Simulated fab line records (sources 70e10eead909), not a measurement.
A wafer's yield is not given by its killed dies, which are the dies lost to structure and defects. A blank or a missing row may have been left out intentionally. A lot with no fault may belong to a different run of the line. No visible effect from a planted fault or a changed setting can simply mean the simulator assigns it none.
fab line records    flow nandHarc
record: lots: 12  wafers: 36  lastDay: 33
route steps=1302 shown A_SLIT@943 A_WL_FILL@968 END@1302
lots that met no fault: taken from a fault-free run of the same line
startH: start of the lot's first displayed wafer, in hours after the record's first day    waitH: hours from the lot's prior step to this one    " the same as in the row above    L1.1+2: a single row standing in for several wafers    - no value present, or no start provided    * or withheld: withheld    < > ~ a bound
route shown NAME@n: a module of which the file shows steps, and the number in the route of the first    usual: the fault-free wafers' mean and standard deviation    same: alike in all rows    chamber/n: place in a boat    sites: each site's reading    _std_site: the values' standard deviation    _edge_site: inner sites' mean taken away from outer sites' mean    radiusMm: how far each site lies from the wafer's centre    mask NAME#n: copy n    behind: tool/chamber where the wafer was last shaped    hold: what put the lot on hold/how long, in hours/how the hold closed    device: whichever transistor did not switch (one of n, p or np)    end of line: the route-end tests of the same wafers    a step without rows: its recipe alone    killed: at the first sort, the dies lost to defects and structure; wafer yield is something else    map: a wafer's dies, marking killed ones x, the rest . and places with no die _
set.NAME: the setting as run; set.NAME@STEP: as run at that earlier step    model.NAME: the simulator's own value behind a step, which no gauge read
one table for each step of the route and one row for each wafer, over a sample of lots
services: a tool's chamber out of use, with start hour (startH, from the record's first day; less than 0 if before it), hours out, and reason
== steps ==
step: NHARC_A_SLIT_STRIP_18
recipe: o2FlowSccm: 500  arFlowSccm: 0  biasW: 0  chemistry: O2
usual: drypumpMotorCurrentA: 5.8/0.43  oesProductAu: 1.003/0.01  rfVppV: 57.8/0.83  showerheadPlenumPTorr: 3.52/0.14  throttleValvePct: 17.037/0.0087
lot.wafer  tool        chamber  startH  waitH  drypumpMotorCurrentA  oesProductAu  rfHoursCounterH  rfVppV  showerheadPlenumPTorr  throttleValvePct
L874.4     rieDiel-06  2        -       -      6.1                   0.993         10               57.6    3.33                   17.041
L874.1     "           3        "       "      5.9                   1.000         11               57.6    3.41                   17.035
L874.5     "           1        "       "      6.2                   1.012         -                59.1    3.62                   17.045
L873.2     rieDiel-06  1        -       -      6.3                   1.011         10               58.2    3.62                   17.039
L873.5     "           1        "       "      6.3                   0.999         -                57.7    3.62                   17.026
L873.6     "           2        "       "      6.1                   0.997         -                56.7    3.33                   17.030
L875.1     rieDiel-06  1        -       -      6.2                   1.004         11               58.0    3.62                   17.052
L875.3     "           0        "       "      5.3                   0.992         11               57.9    3.46                   17.025
L875.5     "           2        "       "      6.1                   0.986         -                58.4    3.33                   17.024
L876.3     rieDiel-06  1        -       -      6.3                   1.008         1                57.4    3.62                   17.048
L876.1     "           0        "       "      5.3                   0.995         1                57.7    3.46                   17.044
L876.6     "           1        "       "      6.3                   1.005         -                58.9    3.62                   17.038
L878.3     rieDiel-06  0        -       -      5.3                   0.988         1                57.1    3.46                   17.033
L878.1     "           3        "       "      5.9                   1.020         1                57.2    3.40                   17.040
L878.5     "           1        "       "      6.3                   1.012         -                57.8    3.62                   17.040
L879.4     rieDiel-03  2        -       -      4.8                   0.997         2                55.9    3.71                   17.042
L879.3     "           0        "       "      4.9                   1.008         2                58.7    3.75                   17.024
L879.5     "           3        "       "      4.8                   0.999         -                57.2    3.70                   17.043
L883.4     rieDiel-06  3        -       -      5.9                   1.010         7                59.0    3.40                   17.041
L883.5     "           0        "       "      5.3                   0.995         -                57.6    3.46                   17.038
L883.6     "           1        "       "      6.3                   1.005         -                57.2    3.62                   17.043
L890.3     rieDiel-06  3        -       -      5.9                   1.008         11               56.6    3.40                   17.043
L890.1     "           0        "       "      5.3                   0.986         12               57.1    3.45                   17.033
L890.5     "           3        "       "      5.9                   1.019         -                57.1    3.40                   17.027
L893.2     rieDiel-06  2        -       -      6.1                   1.002         10               56.2    3.33                   17.045
L893.4     "           3        "       "      5.9                   1.030         14               58.2    3.40                   17.053
L893.6     "           2        "       "      6.1                   1.011         -                57.9    3.33                   17.042
L894.4     rieDiel-06  0        -       -      5.3                   1.014         15               57.1    3.45                   17.039
L894.3     "           1        "       "      6.3                   1.004         14               59.5    3.61                   17.039
L894.5     "           3        "       "      5.9                   1.010         -                57.5    3.40                   17.035
L895.4     rieDiel-10  2        -       -      5.7                   1.010         3                58.3    3.59                   17.025
L895.1     "           0        "       "      6.4                   1.005         2                58.8    3.65                   17.042
L895.5     "           2        "       "      5.7                   1.025         -                57.3    3.59                   17.051
L896.1     rieDiel-06  0        -       -      5.3                   0.992         1                56.8    3.45                   17.045
L896.3     "           1        "       "      6.3                   1.004         1                57.3    3.61                   17.046
L896.2     "           2        "       "      6.1                   0.997         1                58.3    3.33                   17.034
step: NHARC_A_WL_FILL_ETCHBACK_17
recipe: targetDepthA: 40  timeS: 26.7  chemistry: Cl2/BCl3
usual: drypumpMotorCurrentA: 5.7/0.66  oesProductAu: 1.000/0.01  runLengthS: 48.0/0.3
same: timeS: 26.7
lot.wafer  tool         chamber  startH  waitH  drypumpMotorCurrentA  oesProductAu  rfHoursCounterH  runLengthS
L873.2     rieMetal-01  0        489.48  -      4.8                   1.000         1.3              48.1
L873.5     "            0        "       "      4.8                   1.003         -                47.9
L873.6     "            1        "       "      5.4                   0.991         -                47.8
L874.1     rieMetal-03  1        490.71  -      5.8                   0.995         1.9              48.0
L874.4     "            1        "       "      5.8                   0.991         -                48.7
L874.5     "            0        "       "      6.7                   1.008         -                48.7
L875.1     rieMetal-02  0        504.13  -      5.5                   0.986         1.0              47.9
L875.3     "            0        "       "      5.5                   0.987         -                48.2
L875.5     "            0        "       "      5.6                   0.984         -                48.2
L876.1     rieMetal-01  0        519.83  -      4.8                   0.992         1.9              48.3
L876.3     "            0        "       "      4.8                   1.006         -                48.5
L876.6     "            0        "       "      4.8                   0.994         -                48.5
L878.1     rieMetal-03  0        538.93  -      6.7                   1.010         0                48.2
L878.3     "            0        "       "      6.7                   1.001         -                48.7
L878.5     "            1        "       "      5.7                   0.990         -                48.1
L879.4     rieMetal-01  1        562.40  -      5.4                   0.985         -                47.6
L879.3     "            0        "       "      4.8                   0.992         -                48.0
L879.5     "            0        "       "      4.8                   1.008         -                47.9
L883.4     rieMetal-02  0        582.58  -      5.5                   0.998         -                48.0
L883.6     "            1        "       "      6.5                   0.991         -                47.5
L883.5     "            0        "       "      5.5                   1.001         -                47.7
L890.1     rieMetal-02  1        626.11  -      6.5                   1.000         3.5              47.4
L890.3     "            1        "       "      6.5                   0.996         -                48.0
L890.5     "            1        "       "      6.5                   0.999         -                47.7
L894.3     rieMetal-01  0        677.30  -      4.8                   1.015         -                47.9
L894.4     "            1        "       "      5.4                   1.004         -                47.7
L894.5     "            0        "       "      4.8                   1.005         -                47.8
L893.2     rieMetal-02  0        677.49  -      5.5                   1.012         0.7              48.0
L893.4     "            0        "       "      5.5                   1.001         -                48.6
L893.6     "            1        "       "      6.5                   1.007         -                47.3
L895.1     rieMetal-01  1        689.01  -      5.4                   0.999         1.8              47.8
L895.4     "            1        "       "      5.4                   1.009         -                47.9
L895.5     "            0        "       "      4.8                   1.026         -                47.9
L896.1     rieMetal-03  0        706.37  -      6.7                   0.997         0                48.0
L896.2     "            1        "       "      5.8                   0.977         0                48.2
L896.3     "            0        "       "      6.7                   0.999         -                48.6
step: NHARC_A_WL_FILL_ETCHBACK_26
recipe: targetDepthA: 520  timeS: 13.3  hbrFlowSccm: 150  rfW: 350  icpW: 350  biasW: 60  chemistry: HBr
usual: drypumpMotorCurrentA: 5.7/0.35  oesProductAu: 0.997/0.01  runLengthS: 34.5/0.33  throttleValvePct: 23.266/0.0091
lot.wafer  tool      chamber  startH  waitH  drypumpMotorCurrentA  oesProductAu  rfHoursCounterH  runLengthS  throttleValvePct
L874.4     rieSi-04  1        495.01  0.4    5.8                   0.998         0.9              34.3        23.259
L874.1     "         2        "       "      5.9                   0.990         1.1              34.2        23.266
L874.5     "         0        "       "      6.0                   1.006         -                34.0        23.285
L873.2     rieSi-01  0        495.02  0.4    5.6                   1.002         0.7              34.7        23.279
L873.6     "         2        "       "      5.7                   0.998         -                34.3        23.270
L873.5     "         3        "       "      5.4                   0.991         -                34.2        23.269
L875.3     rieSi-06  0        509.38  0.4    5.7                   0.997         0.5              34.4        23.252
L875.1     "         3        "       "      6.1                   1.001         0.6              35.1        23.256
L875.5     "         1        "       "      6.7                   1.017         -                34.9        23.266
L876.3     rieSi-01  1        524.98  0.4    5.1                   1.012         0.9              34.7        23.273
L876.1     "         2        "       "      5.7                   0.998         0.9              34.7        23.280
L876.6     "         1        "       "      5.1                   1.011         -                34.6        23.274
L878.3     rieSi-01  1        544.11  0.4    5.1                   1.013         1.0              34.7        23.266
L878.1     "         3        "       "      5.4                   0.994         0.9              34.4        23.275
L878.5     "         2        "       "      5.7                   1.009         -                34.5        23.280
L879.4     rieSi-01  0        570.25  0.4    5.6                   0.989         0.0              34.2        23.272
L879.3     "         1        "       "      5.1                   1.001         0.0              34.8        23.277
L879.5     "         3        "       "      5.4                   0.997         -                34.8        23.256
L883.4     rieSi-01  0        587.70  0.4    5.6                   1.007         0.2              31.4        23.278
L883.5     "         2        "       "      5.7                   1.008         -                34.7        23.266
L883.6     "         3        "       "      5.4                   0.999         -                34.3        23.274
L890.1     rieSi-06  1        631.34  0.4    6.7                   0.987         0.1              34.5        23.257
L890.3     "         2        "       "      5.9                   0.999         0.1              35.3        23.274
L890.5     "         2        "       "      5.9                   1.004         -                35.4        23.283
L893.2     rieSi-01  2        682.46  0.4    5.7                   1.003         0.8              34.5        23.258
L893.4     "         0        "       "      5.6                   1.007         0.7              34.3        23.264
L893.6     "         3        "       "      5.4                   1.007         -                34.6        23.275
L894.4     rieSi-04  3        682.46  0.4    6.0                   0.986         0.9              34.4        23.263
L894.3     "         2        "       "      5.9                   0.984         0.9              34.1        23.257
L894.5     "         3        "       "      6.0                   0.985         -                34.3        23.266
L895.4     rieSi-04  0        694.28  0.4    6.0                   0.993         0.9              34.0        23.247
L895.1     "         1        "       "      5.8                   1.001         1.0              34.4        23.262
L895.5     "         3        "       "      6.0                   0.974         -                34.6        23.273
L896.1     rieSi-01  0        711.59  0.4    5.6                   1.008         0.9              34.2        23.276
L896.3     "         1        "       "      5.1                   0.996         1.0              34.7        23.271
L896.2     "         2        "       "      5.7                   1.016         1.1              34.5        23.264
step: NHARC_A_WL_FILL_INSPECT_15
usual: rawDefectCount: 458/100
lot.wafer  tool              chamber  startH  waitH  rawDefectCount
L874.1     defectInspect-02  -        496.24  0.0    345
L874.4     "                 -        "       "      317
L874.5     "                 -        "       "      346
L873.2     defectInspect-02  -        496.51  0.0    386
L873.5     "                 -        "       "      334
L873.6     "                 -        "       "      445
L875.1     defectInspect-02  -        510.50  0.0    495
L875.3     "                 -        "       "      485
L875.5     "                 -        "       "      436
L876.1     defectInspect-01  -        526.09  0.0    420
L876.3     "                 -        "       "      381
L876.6     "                 -        "       "      355
L878.1     defectInspect-01  -        545.24  0.0    448
L878.3     "                 -        "       "      485
L878.5     "                 -        "       "      600
L879.3     defectInspect-02  -        571.36  0.0    397
L879.4     "                 -        "       "      485
L879.5     "                 -        "       "      429
L883.4     defectInspect-02  -        588.81  0.1    449
L883.5     "                 -        "       "      421
L883.6     "                 -        "       "      369
L890.1     defectInspect-02  -        632.47  0.0    452
L890.3     "                 -        "       "      339
L890.5     "                 -        "       "      424
L893.2     defectInspect-01  -        683.57  0.0    647
L893.4     "                 -        "       "      484
L893.6     "                 -        "       "      602
L894.3     defectInspect-02  -        683.57  0.0    448
L894.4     "                 -        "       "      350
L894.5     "                 -        "       "      420
L895.1     defectInspect-01  -        695.40  0.0    404
L895.4     "                 -        "       "      362
L895.5     "                 -        "       "      528
L896.1     defectInspect-01  -        712.69  0.0    494
L896.2     "                 -        "       "      785
L896.3     "                 -        "       "      371
step: NHARC_END_SORT_01
recipe: tempC: 25
usual: killedAtArray: 57/18  killedAtOther: 0.9/1.3  killedAtPeriphery: 3.5/2.2  killedDies: 62/18  killedOpen: 3.0/1.7  killedShort: 2.3/1.5
same: grossDies: 677
lot.wafer  tool       chamber  startH  waitH  killedAtArray  killedAtOther  killedAtPeriphery  killedDies  killedOpen  killedShort
L893.2     prober-02  0        765.72  2.7    46             0              6                  52          1           3
L893.4     prober-02  0        767.32  3.4    41             0              2                  43          1           3
L893.6     prober-02  0        768.92  4.0    46             0              5                  51          2           1
killed by level:class
L893.2 A_CHANNEL_HOLE_D1:chamberFilmFlake=18 A_CONTACT:chamberFilmFlake=12 A_STAIRCASE:chamberFilmFlake=5 P_M1:chamberFilmFlake=3 A_SLIT:chamberFilmFlake=3 A_CHANNEL_FILL_D1:chamberFilmFlake=2 A_SGD_CUT:chamberFilmFlake=2 P_CONTACT:geometricParticle:short=1
L893.4 A_CONTACT:chamberFilmFlake=15 A_CHANNEL_HOLE_D1:chamberFilmFlake=9 A_SLIT:chamberFilmFlake=6 A_STAIRCASE:chamberFilmFlake=3 P_M1:chamberFilmFlake=2 A_CHANNEL_FILL_D1:chamberFilmFlake=2 A_ONON_D1:geometricParticle:open=1 A_CHANNEL_FILL_D1:geometricParticle:short=1
L893.6 A_SLIT:chamberFilmFlake=14 A_CHANNEL_HOLE_D1:chamberFilmFlake=13 A_CONTACT:chamberFilmFlake=7 A_BONDPAD:chamberFilmFlake=2 P_GATE:chamberFilmFlake=2 P_M1:chamberFilmFlake=2 A_STAIRCASE:chamberFilmFlake=2 A_SGD_CUT:chamberFilmFlake=2
== services ==
tool         chamber  startH  hours  kind
rieSi-01     3        447.90  1.7    repair
rieMetal-02  -        454.00  9.0    pm
rieSi-04     1        472.30  6.8    repair
rieDiel-06   -        484.30  9.0    pm
rieMetal-02  1        495.66  14.9   repair
rieDiel-06   2        500.82  45.8   repair
rieMetal-03  -        519.00  9.0    pm
rieSi-04     -        519.00  9.0    pm
rieDiel-06   -        524.58  0.4    repair
rieSi-01     -        544.89  0.2    repair
rieSi-01     -        547.00  9.0    pm
rieSi-01     1        558.82  3.8    repair
rieMetal-02  0        569.52  6.1    repair
rieMetal-01  -        575.00  9.0    pm
rieDiel-06   0        584.98  8.0    repair
rieMetal-01  -        598.81  1.5    repair
rieSi-06     -        603.08  9.0    pm
rieMetal-02  -        631.00  9.0    pm
rieSi-04     2        637.26  5.1    repair
rieDiel-06   -        661.30  9.0    pm
rieMetal-03  -        674.56  0.2    repair
rieSi-04     -        696.00  9.0    pm
rieMetal-03  -        696.05  9.0    pm
rieSi-01     -        696.55  0.6    repair
== key ==
firstSign: step: NHARC_A_WL_FILL_ETCHBACK_26  reading: runLengthS  direction: down  sigmas: 9.3  usual: *  struck: *
effect none on later readings
metAt NHARC_A_WL_FILL_ETCHBACK_26
struckLots L883
struckWafers L883.4
testerLeftOut L883
notActingAt NHARC_A_SLIT_STRIP_18,NHARC_A_WL_FILL_ETCHBACK_17,NHARC_A_WL_FILL_INSPECT_15
onsetBetween 570.25 587.70
fault: kind: processParameterDrift  tool: rieSi-01  chamber: -  onsetH: 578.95  steps: NHARC_A_WL_FILL_ETCHBACK_26  channel: timeS  offset: *  shape: step  endH: 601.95  scope: struckWafersOnly  actsIn: *  stated: *
testerLeftOut: of these lots the tester's yield and bins aren't shown, on N5 and GAA mostly nor the transistor test; their killed dies are dies lost to structure and defects alone, not to doping, threshold or leakage, so they don't give the yield
